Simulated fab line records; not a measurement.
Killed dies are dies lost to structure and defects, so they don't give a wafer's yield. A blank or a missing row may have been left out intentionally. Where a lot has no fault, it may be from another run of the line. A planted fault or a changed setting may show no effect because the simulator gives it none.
What tool caused it? :: flow n5Finfet :: 10 lots, 30 wafers sampled, at 5 steps of a route of 1938

## WHAT EACH GAUGE READ, for each wafer
N5_MOL_CONTACT_COAG_INSPECT_97: inspects for defects (darkfield). Usual: rawDefectCount 42, standard deviation 15.
lot: L644
measured: day 5 12:37
on: defectInspect-01
rawDefectCount: 32 35 37
flag: 

lot: L646
measured: day 6 04:20
on: defectInspect-01
rawDefectCount: 20 20 13
flag: 

lot: L648
measured: day 6 09:38
on: defectInspect-02
rawDefectCount: 49 45 84
flag: 

lot: L651
measured: day 7 07:26
on: defectInspect-02
rawDefectCount: 26 24 27
flag: 

lot: L653
measured: day 7 20:43
on: defectInspect-02
rawDefectCount: 32 67 30
flag: 

lot: L658
measured: day 9 03:34
on: defectInspect-02
rawDefectCount: 49 37 74
flag: 

lot: L662
measured: day 10 00:47
on: defectInspect-02
rawDefectCount: 56 58 50
flag: 

lot: L663
measured: day 10 06:51
on: defectInspect-01
rawDefectCount: 47 52 40
flag: 

lot: L664
measured: day 10 12:22
on: defectInspect-01
rawDefectCount: 25 22 46
flag: 

lot: L665
measured: day 10 17:20
on: defectInspect-01
rawDefectCount: 40 29 50
flag: 

N5_BEOL_M0_SAQP_CD_MEAS_14: the cd target is 42.5 nm. Usual: cdNm 42.4 nm, standard deviation 0.33.
lot: L644
measured: day 5 15:23
on: cdSem-01
cdNm (nm): 41.9 42.3 41.7
flag: 

lot: L646
measured: day 6 06:22
on: cdSem-01
cdNm (nm): 42.3 43.0 42.5
flag: 

lot: L648
measured: day 6 13:34
on: cdSem-01
cdNm (nm): 43.2 43.1 43.1
flag: 

lot: L651
measured: day 7 08:40
on: cdSem-02
cdNm (nm): 42.1 42.6 42.7
flag: 

lot: L653
measured: day 7 23:31
on: cdSem-02
cdNm (nm): 42.4 41.8 42.1
flag: 

lot: L658
measured: day 9 05:04
on: cdSem-03
cdNm (nm): 42.8 41.9 41.9
flag: 

lot: L662
measured: day 10 02:22
on: cdSem-01
cdNm (nm): 42.5 42.6 42.7
flag: 

lot: L663
measured: day 10 08:37
on: cdSem-02
cdNm (nm): 41.9 41.8 42.2
flag: 

lot: L664
measured: day 10 15:58
on: cdSem-02
cdNm (nm): 42.1 43.0 42.6
flag: 

lot: L665
measured: day 10 19:09
on: cdSem-02
cdNm (nm): 42.5 42.6 43.0
flag: 

N5_BEOL_M4_RC_MEAS_101. Usual: DIBL_N 35.8 mV/V, standard deviation 1.7; DIBL_P 35.3 mV/V, standard deviation 2; IOFF_N 0.150 nA/um, standard deviation 0.026; IOFF_P 0.194 nA/um, standard deviation 0.029; ION_N 667 uA/um, standard deviation 11; ION_P 456 uA/um, standard deviation 7.1; SS_N 71.4 mV/dec, standard deviation 0.65; SS_P 73.1 mV/dec, standard deviation 0.64; VT_N 251 mV, standard deviation 3; VT_P -252 mV, standard deviation 3.2.
lot: L644
measured: day 9 17:53
on: prober-01
DIBL_N (mV/V): 36.5 32.5 35.6
DIBL_P (mV/V): 36.8 32.0 36.5
IOFF_N (nA/um): 0.156 0.103 0.150
IOFF_P (nA/um): 0.193 0.136 0.190
ION_N (uA/um): 678 649 675
ION_P (uA/um): 461 447 466
SS_N (mV/dec): 72.2 70.9 71.2
SS_P (mV/dec): 73.0 71.8 74.1
VT_N (mV): 253 258 250
VT_P (mV): -252 -258 -254
flag: 

lot: L646
measured: day 10 07:59
on: prober-02
DIBL_N (mV/V): 36.1 36.0 37.7
DIBL_P (mV/V): 36.4 36.0 37.8
IOFF_N (nA/um): 0.148 0.150 0.173
IOFF_P (nA/um): 0.197 0.196 0.228
ION_N (uA/um): 663 671 666
ION_P (uA/um): 452 462 457
SS_N (mV/dec): 71.0 71.1 72.4
SS_P (mV/dec): 73.3 73.4 74.0
VT_N (mV): 252 253 247
VT_P (mV): -252 -255 -250
flag: 

lot: L648
measured: day 11 04:16
on: prober-02
DIBL_N (mV/V): 36.4 37.6 34.9
DIBL_P (mV/V): 35.5 37.3 33.0
IOFF_N (nA/um): 0.157 0.187 0.123
IOFF_P (nA/um): 0.188 0.220 0.159
ION_N (uA/um): 673 688 658
ION_P (uA/um): 457 463 450
SS_N (mV/dec): 71.0 71.5 70.8
SS_P (mV/dec): 72.8 73.7 73.2
VT_N (mV): 251 246 256
VT_P (mV): -249 -249 -253
flag: 

lot: L651
measured: day 12 05:59
on: prober-02
DIBL_N (mV/V): 34.0 32.6 36.1
DIBL_P (mV/V): 35.8 33.2 38.3
IOFF_N (nA/um): 0.141 0.123 0.184
IOFF_P (nA/um): 0.208 0.172 0.250
ION_N (uA/um): 676 667 680
ION_P (uA/um): 468 458 468
SS_N (mV/dec): 70.9 70.8 71.3
SS_P (mV/dec): 72.7 71.9 73.2
VT_N (mV): 250 251 247
VT_P (mV): -249 -251 -243
flag: 

lot: L653
measured: day 12 13:01
on: prober-01
DIBL_N (mV/V): 34.5 33.9 35.6
DIBL_P (mV/V): 36.0 34.6 36.7
IOFF_N (nA/um): 0.148 0.136 0.175
IOFF_P (nA/um): 0.217 0.202 0.238
ION_N (uA/um): 665 660 671
ION_P (uA/um): 464 463 462
SS_N (mV/dec): 71.5 70.9 71.9
SS_P (mV/dec): 73.9 72.9 73.8
VT_N (mV): 250 251 247
VT_P (mV): -247 -250 -246
flag: 

lot: L658
measured: day 14 05:40
on: prober-01
DIBL_N (mV/V): 38.3 36.9 37.8
DIBL_P (mV/V): 35.3 34.6 34.8
IOFF_N (nA/um): 0.186 0.161 0.171
IOFF_P (nA/um): 0.213 0.204 0.199
ION_N (uA/um): 669 677 688
ION_P (uA/um): 456 466 464
SS_N (mV/dec): 72.2 71.9 72.1
SS_P (mV/dec): 73.8 73.9 73.1
VT_N (mV): 247 249 248
VT_P (mV): -252 -251 -250
flag: 

lot: L662
measured: day 14 15:12
on: prober-02
DIBL_N (mV/V): 36.4 35.6 38.0
DIBL_P (mV/V): 34.8 34.5 37.2
IOFF_N (nA/um): 0.156 0.137 0.190
IOFF_P (nA/um): 0.168 0.160 0.194
ION_N (uA/um): 648 665 679
ION_P (uA/um): 436 450 455
SS_N (mV/dec): 72.4 71.5 72.3
SS_P (mV/dec): 73.4 73.4 74.3
VT_N (mV): 254 251 248
VT_P (mV): -253 -254 -253
flag: 

lot: L663
measured: day 14 23:49
on: prober-01
DIBL_N (mV/V): 36.1 38.2 34.3
DIBL_P (mV/V): 35.1 36.6 31.9
IOFF_N (nA/um): 0.165 0.209 0.121
IOFF_P (nA/um): 0.231 0.262 0.186
ION_N (uA/um): 666 691 652
ION_P (uA/um): 467 470 458
SS_N (mV/dec): 71.9 71.8 70.9
SS_P (mV/dec): 72.7 73.3 72.6
VT_N (mV): 245 243 251
VT_P (mV): -246 -244 -251
flag: 

lot: L664
measured: day 15 02:43
on: prober-01
DIBL_N (mV/V): 33.6 33.7 33.3
DIBL_P (mV/V): 33.6 32.3 32.0
IOFF_N (nA/um): 0.139 0.123 0.122
IOFF_P (nA/um): 0.173 0.147 0.149
ION_N (uA/um): 664 652 652
ION_P (uA/um): 454 452 445
SS_N (mV/dec): 70.7 70.9 70.9
SS_P (mV/dec): 72.6 71.9 72.5
VT_N (mV): 250 254 251
VT_P (mV): -253 -257 -256
flag: 

lot: L665
measured: day 15 08:19
on: prober-01
DIBL_N (mV/V): 34.3 36.6 34.5
DIBL_P (mV/V): 34.8 37.6 35.9
IOFF_N (nA/um): 0.117 0.153 0.129
IOFF_P (nA/um): 0.170 0.217 0.184
ION_N (uA/um): 668 666 674
ION_P (uA/um): 463 458 463
SS_N (mV/dec): 70.9 71.9 71.3
SS_P (mV/dec): 73.4 73.2 73.1
VT_N (mV): 255 253 252
VT_P (mV): -253 -251 -253
flag: 

## WHICH TOOL RAN EACH LOT (tool, then ch and the chambers of the sampled wafers, then the start)
lot: L644
N5_MOL_CONTACT_COAG_STRIP_49: plasmaAsher-01 ch 0,1, day 5 07:25
N5_BEOL_M0_SAQP_COAT_81: lithoTrack-02 ch 0, day 5 14:55

lot: L646
N5_MOL_CONTACT_COAG_STRIP_49: plasmaAsher-02 ch 1, day 5 23:13
N5_BEOL_M0_SAQP_COAT_81: lithoTrack-01 ch 0, day 6 05:59

lot: L648
N5_MOL_CONTACT_COAG_STRIP_49: plasmaAsher-02 ch 0,1, day 6 05:42
N5_BEOL_M0_SAQP_COAT_81: lithoTrack-02 ch 0, day 6 13:12

lot: L651
N5_MOL_CONTACT_COAG_STRIP_49: plasmaAsher-01 ch 0,1, day 7 03:29
N5_BEOL_M0_SAQP_COAT_81: lithoTrack-02 ch 0, day 7 08:17

lot: L653
N5_MOL_CONTACT_COAG_STRIP_49: plasmaAsher-01 ch 0,1, day 7 15:30
N5_BEOL_M0_SAQP_COAT_81: lithoTrack-02 ch 0, day 7 23:09

lot: L658
N5_MOL_CONTACT_COAG_STRIP_49: plasmaAsher-02 ch 0,1, day 8 23:37
N5_BEOL_M0_SAQP_COAT_81: lithoTrack-01 ch 0, day 9 04:42

lot: L662
N5_MOL_CONTACT_COAG_STRIP_49: plasmaAsher-01 ch 0,1, day 9 20:36
N5_BEOL_M0_SAQP_COAT_81: lithoTrack-02 ch 0, day 10 01:59

lot: L663
N5_MOL_CONTACT_COAG_STRIP_49: plasmaAsher-02 ch 0,1, day 10 02:53
N5_BEOL_M0_SAQP_COAT_81: lithoTrack-04 ch 0, day 10 08:16

lot: L664
N5_MOL_CONTACT_COAG_STRIP_49: plasmaAsher-02 ch 0,1, day 10 08:25
N5_BEOL_M0_SAQP_COAT_81: lithoTrack-04 ch 0, day 10 15:35

lot: L665
N5_MOL_CONTACT_COAG_STRIP_49: plasmaAsher-01 ch 0,1, day 10 13:22
N5_BEOL_M0_SAQP_COAT_81: lithoTrack-01 ch 0, day 10 18:47
- N5_MOL_CONTACT_COAG_STRIP_49: strips in N2/H2, time 30 s.
- N5_BEOL_M0_SAQP_COAT_81: time 60 s, resist thk 100 nm.

## AS READ BY THE TOOLS THEMSELVES (means over the sampled wafers that have a number; for cases with no such wafer, the mark the record gives instead)
N5_MOL_CONTACT_COAG_STRIP_49. Usual: drypumpMotorCurrentA 5.89 A, standard deviation 0.18; heaterPowerW 330 W, standard deviation 29.
lot: L644
tool: plasmaAsher-01
drypumpMotorCurrentA (A): 5.95
heaterPowerW (W): 330
flag: 

lot: L646
tool: plasmaAsher-02
drypumpMotorCurrentA (A): 5.61
heaterPowerW (W): 377
flag: 

lot: L648
tool: plasmaAsher-02
drypumpMotorCurrentA (A): 5.78
heaterPowerW (W): 355
flag: 

lot: L651
tool: plasmaAsher-01
drypumpMotorCurrentA (A): 5.94
heaterPowerW (W): 332
flag: 

lot: L653
tool: plasmaAsher-01
drypumpMotorCurrentA (A): 5.95
heaterPowerW (W): 329
flag: 

lot: L658
tool: plasmaAsher-02
drypumpMotorCurrentA (A): 5.77
heaterPowerW (W): 360
flag: 

lot: L662
tool: plasmaAsher-01
drypumpMotorCurrentA (A): 5.86
heaterPowerW (W): 318
flag: 

lot: L663
tool: plasmaAsher-02
drypumpMotorCurrentA (A): 5.95
heaterPowerW (W): 332
flag: 

lot: L664
tool: plasmaAsher-02
drypumpMotorCurrentA (A): 5.94
heaterPowerW (W): 331
flag: 

lot: L665
tool: plasmaAsher-01
drypumpMotorCurrentA (A): 5.95
heaterPowerW (W): 333
flag: 

N5_BEOL_M0_SAQP_COAT_81. Usual: heaterPowerTotalW 500.4 W, standard deviation 1.8; plateTempC 250.01 C, standard deviation 0.17; resistLineTempC 22.99 C, standard deviation 0.11.
lot: L644
tool: lithoTrack-02
heaterPowerTotalW (W): 501.1
plateTempC (C): 249.87
resistLineTempC (C): 22.97
flag: 

lot: L646
tool: lithoTrack-01
heaterPowerTotalW (W): 498.4
plateTempC (C): 250.04
resistLineTempC (C): 22.97
flag: 

lot: L648
tool: lithoTrack-02
heaterPowerTotalW (W): 501.5
plateTempC (C): 250.12
resistLineTempC (C): 22.86
flag: 

lot: L651
tool: lithoTrack-02
heaterPowerTotalW (W): 508.7
plateTempC (C): 253.50
resistLineTempC (C): 23.13
flag: OFF

lot: L653
tool: lithoTrack-02
heaterPowerTotalW (W): 511.1
plateTempC (C): 253.84
resistLineTempC (C): 22.98
flag: OFF

lot: L658
tool: lithoTrack-01
heaterPowerTotalW (W): 501.0
plateTempC (C): 249.85
resistLineTempC (C): 22.94
flag: 

lot: L662
tool: lithoTrack-02
heaterPowerTotalW (W): 501.6
plateTempC (C): 249.98
resistLineTempC (C): 23.08
flag: 

lot: L663
tool: lithoTrack-04
heaterPowerTotalW (W): 500.2
plateTempC (C): 250.22
resistLineTempC (C): 23.09
flag: 

lot: L664
tool: lithoTrack-04
heaterPowerTotalW (W): 499.5
plateTempC (C): 250.03
resistLineTempC (C): 23.03
flag: 

lot: L665
tool: lithoTrack-01
heaterPowerTotalW (W): 502.3
plateTempC (C): 250.12
resistLineTempC (C): 23.02
flag: 

## THE ANSWER, worked out from the rows above alone
Rule: lot off if the mean of its wafers having a number is beyond 3 standard deviations from the usual mean. A lot without any number at a reading at which 4 lots or more have one is off too. Where the step has rows for the other lots, those lots are counted as sound. First the gauges in route order, then the tools' own readings, where a lot's mean is used as printed above. At the first step where some lot is off, the reading lying furthest off is the one used; lots without a number count as furthest.
Off: L651, L653, at N5_BEOL_M0_SAQP_COAT_81 (plateTempC).
If a tool, at that step or one of the process steps before it, ran each lot that is off and ran no sound lot following the first of them, it fits. Of those tried, none fits.

## WHAT THE SIMULATOR PUT IN
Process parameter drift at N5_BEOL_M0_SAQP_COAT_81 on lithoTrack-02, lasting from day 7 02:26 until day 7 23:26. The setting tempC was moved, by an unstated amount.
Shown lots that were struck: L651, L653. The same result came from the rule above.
